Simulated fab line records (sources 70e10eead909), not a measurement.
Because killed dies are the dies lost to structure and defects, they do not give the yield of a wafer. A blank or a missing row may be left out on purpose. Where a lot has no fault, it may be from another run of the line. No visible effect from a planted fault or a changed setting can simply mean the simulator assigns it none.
Chamber matching	flow nandHarc	NHARC_A_CONTACT_ALD_18 on aldMetal-03: 4 sister chambers
The step deposits TiN, target thk 3 nm, pulse time 1 s, ald cycles 150. 8 wafers are shown with their chamber, then 9 later ones without.

## WAFERS PAIRED WITH THEIR CHAMBERS
wafer	chamber	heaterPowerW (W)	precursorPulseHeightRel
L084.5	2	1118	1.013
L086.1	1	1197	0.997
L086.4	0	1028	1.017
L085.1	0	1052	1.008
L085.6	3	944	0.984
L091.4	3	950	0.964
L091.5	1	1187	0.974
L091.6	2	1103	0.968

## WAFERS MISSING THEIR CHAMBER
wafer	heaterPowerW (W)	precursorPulseHeightRel
L095.1	1125	0.980
L095.2	975	0.960
L095.3	995	1.007
L093.1	1184	1.023
L093.3	1063	0.986
L093.4	968	0.988
L097.1	1190	1.007
L097.3	956	1.012
L097.5	1100	0.970

## EACH ONE'S CHAMBER
wafer	from the rows above	in truth
L095.1	2	2
L095.2	3	3
L095.3	can't be placed: 0 or 3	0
L093.1	1	1
L093.3	can't be placed: 0 or 2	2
L093.4	3	3
L097.1	1	1
L097.3	3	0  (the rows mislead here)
L097.5	2	2
Placed correctly: 6 of 9. Can't be placed from these rows: 2 (the true chamber is among the candidates in 2). Wrongly placed: 1.
How it was worked out, from the rows above alone: a wafer's distance from a chamber is the root of the sum, over the readings, of the square of ((its reading less the chamber's mean) divided by the reading's scatter). If the next closest chamber is less than 2 further off than the closest, the wafer can't be placed; otherwise it belongs to the closest. For every chamber, the mean is computed from those of its wafers that are shown. The scatter: the root of (the sum of the squares of (reading less its chamber's mean) over the shown wafers, divided by (wafers less chambers)).
